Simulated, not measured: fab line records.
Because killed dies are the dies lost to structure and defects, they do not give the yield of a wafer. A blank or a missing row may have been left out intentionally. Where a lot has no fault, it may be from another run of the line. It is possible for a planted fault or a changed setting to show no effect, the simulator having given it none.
Chamber matching    flow n5 finfet    N5_FIN_SAQP_SPACER1_ETCHBACK_25 on rie diel-05: 4 sister chambers
The step etches SiO2 in CHF3/O2, target depth 24.4 nm, time 12.2 s. 8 wafers are shown with their chamber, then 9 later ones without.

== WAFERS PAIRED WITH THEIR CHAMBERS ==
wafer   chamber  showerhead plenum p Torr (Torr)  rf vpp V (V)
L079.5  1        2.51                             534
L085.4  1        2.50                             534
L085.5  3        2.37                             515
L086.1  2        2.45                             536
L086.6  0        2.57                             521
L087.1  2        2.45                             537
L087.2  0        2.57                             523
L087.3  3        2.36                             515

== WAFERS WITH NO CHAMBER GIVEN ==
wafer   showerhead plenum p Torr (Torr)  rf vpp V (V)
L089.1  2.45                             536
L089.3  2.57                             521
L089.6  2.57                             523
L094.1  2.49                             534
L094.4  2.57                             522
L094.6  2.44                             535
L095.1  2.56                             522
L095.4  2.36                             516
L095.5  2.36                             515

== WHICH CHAMBER EACH WENT THROUGH ==
wafer   from the rows above  in truth
L089.1  2                    2
L089.3  0                    0
L089.6  0                    0
L094.1  1                    1
L094.4  0                    0
L094.6  2                    2
L095.1  0                    0
L095.4  3                    3
L095.5  3                    3
Placed correctly: 9 of 9. From these rows, 0 cannot be placed. Wrongly placed: 0.
How it was worked out, from the rows above alone: a wafer's distance from a chamber is the root of the sum, over the readings, of the square of ((its reading less the chamber's mean) divided by the reading's scatter). The wafer belongs to the nearest chamber; if the next one is less than 2 further off, it can't be placed. For every chamber, the mean is computed from those of its wafers that are shown. How the scatter is found: for the shown wafers, subtract from each reading the mean of its chamber, square and add these, divide the total by (wafers less chambers), then take the root.
